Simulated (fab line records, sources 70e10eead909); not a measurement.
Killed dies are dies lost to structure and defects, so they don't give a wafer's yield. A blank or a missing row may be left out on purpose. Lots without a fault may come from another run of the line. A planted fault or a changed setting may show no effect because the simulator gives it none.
Chamber matching | flow nand_harc | NHARC_A_STAIRCASE_ALD_415 on ald_hk-03: 4 sister chambers
The step deposits SiO2, target thk 30 nm, pulse time 6 s, ald cycles 300. 8 wafers are shown with their chamber, then 8 later ones without.

WAFERS WITH THEIR CHAMBER
wafer  | chamber | heater_power_w (W) | precursor_pulse_height_rel
L078.5 | 0       | 546                | 1.024
L080.1 | 0       | 528                | 1.011
L082.1 | 3       | 436                | 0.986
L082.4 | 1       | 418                | 0.995
L085.1 | 1       | 434                | 0.967
L085.3 | 3       | 433                | 1.010
L085.5 | 2       | 485                | 1.042
L086.3 | 2       | 477                | 1.028

WAFERS WITHOUT THEIR CHAMBER
wafer  | heater_power_w (W) | precursor_pulse_height_rel
L086.5 | 430                | 1.004
L086.6 | 483                | 0.958
L088.3 | 430                | 1.022
L088.4 | 546                | 0.998
L088.6 | 487                | 1.004
L096.1 | 410                | 1.005
L096.2 | 538                | 0.996
L096.3 | 436                | 1.003

WHICH CHAMBER EACH WENT THROUGH
wafer  | from the rows above               | in truth
L086.5 | can't be placed: 3 or 1           | 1
L086.6 | can't be placed: 2 or 3 or 1 or 0 | 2
L088.3 | can't be placed: 3 or 1           | 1
L088.4 | 0                                 | 0
L088.6 | 2                                 | 2
L096.1 | can't be placed: 1 or 3           | 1
L096.2 | 0                                 | 0
L096.3 | can't be placed: 3 or 1           | 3
Placed correctly: 3 of 8. Can't be placed from these rows: 5 (the true chamber is among the candidates in 5). Placed wrongly: 0.
How it was worked out, from the rows above alone: a wafer's distance from a chamber is the root of the sum, over the readings, of the square of ((its reading less the chamber's mean) divided by the reading's scatter). The wafer belongs to the nearest chamber; if the next one is less than 2 further off, it can't be placed. A chamber's mean is the mean of its shown wafers. The scatter: the root of (the sum of the squares of (reading less its chamber's mean) over the shown wafers, divided by (wafers less chambers)).
